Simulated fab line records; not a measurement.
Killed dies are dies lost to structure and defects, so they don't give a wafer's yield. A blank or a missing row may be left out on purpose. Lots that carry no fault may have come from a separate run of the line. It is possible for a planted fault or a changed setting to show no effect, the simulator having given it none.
Chamber matching -- flow nand-harc -- ald-hk-04 running NHARC_A_STAIRCASE_ALD_420: 4 sister chambers
The step deposits SiO2, target thk 20 nm, pulse time 6 s, ald cycles 200. 4 wafers are shown with their chamber, then 10 later ones without.

== EACH WAFER AND ITS CHAMBER ==
wafer,chamber,heater-power-w (W)
L087.2,3,436
L087.4,2,547
L088.2,1,468
L088.4,0,478

== WAFERS WITHOUT THEIR CHAMBER ==
wafer,heater-power-w (W)
L088.5,555
L088.1,435
L088.3,550
L088.6,490
L091.2,476
L091.3,467
L091.4,546
L094.1,457
L094.3,475
L094.6,462

== WHICH CHAMBER EACH WENT THROUGH ==
wafer,from the rows above,in truth
L088.5,2,2
L088.1,3,3
L088.3,2,2
L088.6,can't be placed: 0 or 1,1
L091.2,can't be placed: 0 or 1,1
L091.3,can't be placed: 1 or 0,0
L091.4,2,2
L094.1,can't be placed: 1 or 0 or 3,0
L094.3,can't be placed: 0 or 1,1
L094.6,can't be placed: 1 or 0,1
Correct placement for 4 of the 10. From these rows, 6 cannot be placed; in 6 the true chamber is one of the candidates. Number placed wrongly: 0.
How it was worked out, from the rows above alone: a wafer's distance from a chamber is the root of the sum, over the readings, of the square of ((its reading less the chamber's mean) divided by the reading's scatter). If the next closest chamber is less than 2 further off than the closest, the wafer can't be placed; otherwise it belongs to the closest. A chamber's mean is the mean of its shown wafers. The scatter: with one shown wafer a chamber, the root of the mean of the squares of how far each hidden wafer lies from its nearest shown one.
